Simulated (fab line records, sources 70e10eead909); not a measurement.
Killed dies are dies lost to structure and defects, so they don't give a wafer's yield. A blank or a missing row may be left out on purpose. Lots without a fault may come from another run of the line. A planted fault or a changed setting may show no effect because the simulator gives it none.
Problem report in the 8D (eight disciplines) form, filled by code | flow nand_harc | the parts of the form that need people (team, actions taken, sign-off) are left out

1. THE PROBLEM
exposure_dose_mJ_cm2 at NHARC_P_GATE_EXPOSE_08 reads a mean of 14.461 on 6 wafers of 2 lots; wafers without a fault read 16.745 with a standard deviation of 0.017. That is -99 or more standard deviations from the usual mean.
The step: exposes mask P HV.
First seen on wafer L484.2, day 6 16:35, on krf_scanner-01. The record holds 33 wafers of 11 lots with a number at this step. Rule for "out", or "out of limits": more than 4 standard deviations from the usual mean. The other wafers with a number count as sound.

2. WHAT IT IS AND WHAT IT IS NOT
question                    | is                     | is not
which readings at this step | exposure_dose_mJ_cm2   | -
which lots                  | L484, L485             | L473, L474, L475, L476, L477, L478, L489, L492, L493
which wafers of those lots  | all that have a number | -
read on which tools         | krf_scanner-01         | krf_scanner-02, krf_scanner-03
when                        | from day 6 16:35       | up to then (18 sound wafers); but 9 sound wafers of L489, L492, L493 came after

3. SUSPECTS, AND WHAT RULES EACH OUT
Counting: a tool at a process step up to the reading stays a suspect if it ran every lot that is out and no sound lot after the first of them.
- krf_scanner-01 at NHARC_P_GATE_EXPOSE_08 (exposes mask P HV): kept. It ran every lot that is out, first L484 (day 6 16:35), and no sound lot after that; its last sound lot up to then is L478 (day 5 05:11). Its own readings are out on those wafers: exposure_dose_mJ_cm2.
Left after counting: krf_scanner-01 at NHARC_P_GATE_EXPOSE_08.

4. THE CAUSE (what the simulator had put in)
Process parameter drift: krf_scanner-01, from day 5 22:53 on, at NHARC_P_GATE_EXPOSE_08. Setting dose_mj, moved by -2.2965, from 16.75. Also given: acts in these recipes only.
Counting left only this tool.

5. THE CHAIN OF EFFECTS, in route order
Each row: a reading whose mean over the struck wafers that have a number lies more than 3 standard deviations from the usual. Only readings for which the record gives a usual standard deviation are gone through. hours: the time from each lot's start at the first step in this table that gives one to its start at this step, as a median over the lots. sigmas: the change in usual standard deviations.
hours | step                   | reading              | usual  | on struck wafers | change | sigmas
0     | NHARC_P_GATE_EXPOSE_08 | exposure_dose_mJ_cm2 | 16.745 | 14.461           | -2.284 | -99 or more
The process steps in it:
- NHARC_P_GATE_EXPOSE_08: exposes mask P HV.

6. WHAT WOULD HAVE CAUGHT IT SOONER
In this record the first reading out of limits was taken at day 6 16:35, 18 hours after the fault began at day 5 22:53.
